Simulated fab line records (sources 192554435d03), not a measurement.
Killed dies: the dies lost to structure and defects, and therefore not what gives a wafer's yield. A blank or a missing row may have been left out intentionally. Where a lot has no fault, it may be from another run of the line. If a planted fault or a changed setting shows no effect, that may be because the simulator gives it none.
Chamber matching | flow n5-finfet | rie-diel-03 running N5_BEOL_M4_ETCH_77: 4 sister chambers
The step etches underlayer in N2/H2, target depth 6.5 nm, time 5.2 s. 4 wafers are shown with their chamber, then 12 later ones without.

WAFERS, EACH WITH ITS CHAMBER
wafer  | chamber | showerhead-plenum-p-Torr (Torr)
L078.1 | 3       | 2.51
L086.5 | 0       | 2.50
L085.4 | 1       | 2.62
L085.6 | 2       | 2.41

WAFERS WITH NO CHAMBER GIVEN
wafer  | showerhead-plenum-p-Torr (Torr)
L087.2 | 2.41
L087.4 | 2.62
L087.5 | 2.41
L091.1 | 2.41
L091.4 | 2.51
L091.5 | 2.51
L092.4 | 2.50
L092.5 | 2.49
L092.6 | 2.50
L097.1 | 2.50
L097.3 | 2.50
L097.5 | 2.48

WHICH CHAMBER EACH WENT THROUGH
wafer  | from the rows above     | in truth
L087.2 | 2                       | 2
L087.4 | 1                       | 1
L087.5 | 2                       | 2
L091.1 | 2                       | 2
L091.4 | can't be placed: 3 or 0 | 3
L091.5 | can't be placed: 3 or 0 | 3
L092.4 | can't be placed: 0 or 3 | 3
L092.5 | can't be placed: 0 or 3 | 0
L092.6 | can't be placed: 0 or 3 | 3
L097.1 | can't be placed: 0 or 3 | 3
L097.3 | can't be placed: 0 or 3 | 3
L097.5 | can't be placed: 0 or 3 | 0
Correct placement for 4 of the 12. Unplaceable from these rows: 8, with the true chamber sitting among the candidates in 8. 0 placed wrongly.
How it was worked out, from the rows above alone: a wafer's distance from a chamber is the root of the sum, over the readings, of the square of ((its reading less the chamber's mean) divided by the reading's scatter). If the next closest chamber is less than 2 further off than the closest, the wafer can't be placed; otherwise it belongs to the closest. A chamber's mean is the mean of its shown wafers. The scatter: root of mean squared gap, hidden wafer to nearest shown wafer, with one shown wafer a chamber.
